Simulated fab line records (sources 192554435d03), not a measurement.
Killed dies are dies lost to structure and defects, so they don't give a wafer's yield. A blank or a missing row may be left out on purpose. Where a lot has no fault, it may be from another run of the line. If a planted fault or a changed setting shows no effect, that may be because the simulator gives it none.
A lot that was struck, set against a sound lot + flow n5_finfet + 35 out of 1938 route steps
Sound: the wafers L811.1, L811.3, L811.4. Struck: wafer L827.1 (left out: L827.4, a lot-mate that was not struck); the cause follows at the end.
Order at every step that has rows: each side's tool, ch and its chambers, its first start. Under that, the readings that differ: sound wafers + struck wafers + difference of the means + sigmas: that difference in standard deviations of wafers without a fault.
alike: a reading whose means differ by less than 2 such deviations, as well as words and numbers matching on both sides. not compared: withheld readings; readings where some wafer has no value; bounds like >300 that might hide an equal value; numbers whose values overlap and for which the record gives no deviation.
The two part at a step that has a row with sigmas, a row that says differs or no value, or rows on one side only. Non-overlapping numbers with no deviation appear without sigmas and do not part them. A reading missing from all wafers of one side parts the sides only when that side holds two or more wafers.

first, 9 steps without rows for these wafers: N5_SD_EPI_P_SOFTBAKE_04 (time 60 s); N5_SD_EPI_P_EXPOSE_06 (exposes mask SD P BLK, target cd 240 nm); N5_SD_EPI_P_PEB_07 (peb time 60 s); N5_SD_EPI_P_DEVELOP_08 (develop time 30 s); N5_SD_EPI_P_DESCUM_14 (chemistry O2, time 7.9 s); N5_SD_EPI_P_ETCH_36 (etches SiARC in CF4, target depth 45.5 nm, time 75.8 s); N5_SD_EPI_P_ETCH_37 (etches SOC in N2/H2, overetch 108 nm, time 486 s); N5_SD_EPI_P_STRIP_38 (strips in N2/H2); N5_SD_EPI_P_ETCHBACK_46 (etches SiNx in CH3F/O2, stops on SiO2, target depth 17.5 nm).
N5_SD_EPI_P_ETCH_47: etches SiOCN in CH3F/O2, target depth 25 nm.
  sound on rie_diel-05 ch 0,1,2, day 4 04:05; struck on rie_diel-05 ch 1, day 8 00:36
| reading                  | sound           | struck | difference | sigmas |
|--------------------------|-----------------|--------|------------|--------|
| model.etch.depth_nm (nm) | 25.1 25.3 25.36 | 9.868  | -15.385    |        |
  alike: drypump_motor_current_A, oes_product_au, rf_vpp_V, showerhead_plenum_p_Torr, throttle_valve_pct
  not compared: rf_hours_counter_h
then, 23 steps without rows for these wafers: N5_SD_EPI_P_ETCH_16 (etches SiO2 in CHF3/O2, target depth 5 nm); N5_SD_EPI_P_STRIP_50 (strips in CHF3/O2); N5_SD_EPI_P_SD_RECESS_17 (chemistry HBr/Cl2/O2, target depth 39.1 nm, bt time 3 s); N5_SD_EPI_P_WET_ETCH_45 (etches SiO2 in dHF, time 10.7 s, target depth 2 nm, rinse time 30 s); N5_SD_EPI_P_STRIP_40 (strips in N2/H2); N5_SD_EPI_P_PRECLEAN_52 (cleans in O3/DIW, time 60 s); N5_SD_EPI_P_SRD_20 (time 30 s); N5_SD_EPI_P_PRECLEAN_51 (cleans in NF3:NH3, afs cycles 1, time 20 s, sublimation time 60 s); N5_SD_EPI_P_VAPOR_ETCH_44 (etches SiGe30 in NF3/Ar, time 3.3 s); N5_SD_EPI_P_EPI_21 (deposits SiGe:B, time 355 s); N5_SD_EPI_P_HM_STRIP_48 (strips SiNx in H3PO4, material SiNx, target depth 3 nm); N5_SD_EPI_P_SRD_49 (time 30 s); N5_SD_EPI_P_PRECLEAN_24 (cleans in O3/DIW, time 45 s); N5_SD_EPI_P_PRECLEAN_32 (cleans in dHF, time 10 s); N5_SD_EPI_P_PRECLEAN_33 (cleans in SC2, time 45 s); N5_SD_EPI_P_SRD_25 (time 30 s); N5_SD_ACTIVATION_RTA_00 (time 0 s); N5_SD_ACTIVATION_LSA_01 (time 0.0008 s); N5_ILD0_LINER_00 (material SiNx, target thk 4 nm, pulse time 1 s, purge time 2 s); N5_ILD0_FCVD_FILL_01 (material SiO2 flowable, target thk 200 nm, time 328.3 s); N5_ILD0_CURE_02 (time 1800 s); N5_ILD0_CMP_03 (polishes, stops on SiNx, t overpolish 1.9 s, target thk 197.38 nm); N5_ILD0_CMP_07 (polishes SiO2 flowable, stops on poly-Si, t overpolish 1.18 s, target thk 138.88 nm).
-- the record jumps here: 5 days lie between the struck wafers' starts before and after (it left off in module ILD0 and takes up again in module BEOL_M4, whose first step shown is number 1111 of the route) --
N5_BEOL_M4_RC_MEAS_101:
  sound on prober-02 ch 0, day 8 11:24; struck on prober-02 ch 0, day 13 01:28
| reading             | sound           | struck | difference | sigmas |
|---------------------|-----------------|--------|------------|--------|
| ION_P (uA/um)       | 460 450 462     | 420    | -37        | -4     |
| RC_DENSE_P (ohm.um) | 24.2 23.0 24.2  | 29.5   | +5.7       | +10    |
| RC_P (ohm.um)       | 19.6 18.5 19.6  | 24.0   | +4.8       | +10    |
| REXT_P (ohm.um)     | 99.9 98.7 100.9 | 125.8  | +26.0      | +13    |
| VT_P_LVT (mV)       | -103 -102 -100  | -110   | -8         | -3     |
  alike: DIBL_N, DIBL_P, IOFF_N, IOFF_P, ION_N, SS_N, SS_P, VT_N, VT_P
-- the record jumps here: 4 days lie between the struck wafers' starts before and after (it left off in module BEOL_M4 and takes up again in module PASSIVATION, whose first step shown is number 1936 of the route) --
N5_PASSIVATION_PROBE_49:
  struck on prober-01, day 17 09:12; sound on prober-02, day 12 16:27
| reading              | sound          | struck | difference | sigmas      |
|----------------------|----------------|--------|------------|-------------|
| sort_bin_8_speed (%) | 0 0 0          | 58.47  | +58.47     | +99 or more |
| sort_n_pass          | 1106 1082 1095 | 395    | -699       | -39         |
| sort_yield_pct (%)   | 93.7 91.7 92.8 | 33.5   | -59.2      | -37         |
  alike: defect_limited_yield, killed_at_M0_to_M3, killed_at_M4_up, killed_at_contacts, killed_at_front_end, killed_at_other, killed_dies, killed_open, killed_short, sort_bin_5_function, sort_bin_6_memory

WHERE THEY PART
At N5_BEOL_M4_RC_MEAS_101 first; at N5_PASSIVATION_PROBE_49 last (within this record only).

WHY: whatever the simulator had introduced
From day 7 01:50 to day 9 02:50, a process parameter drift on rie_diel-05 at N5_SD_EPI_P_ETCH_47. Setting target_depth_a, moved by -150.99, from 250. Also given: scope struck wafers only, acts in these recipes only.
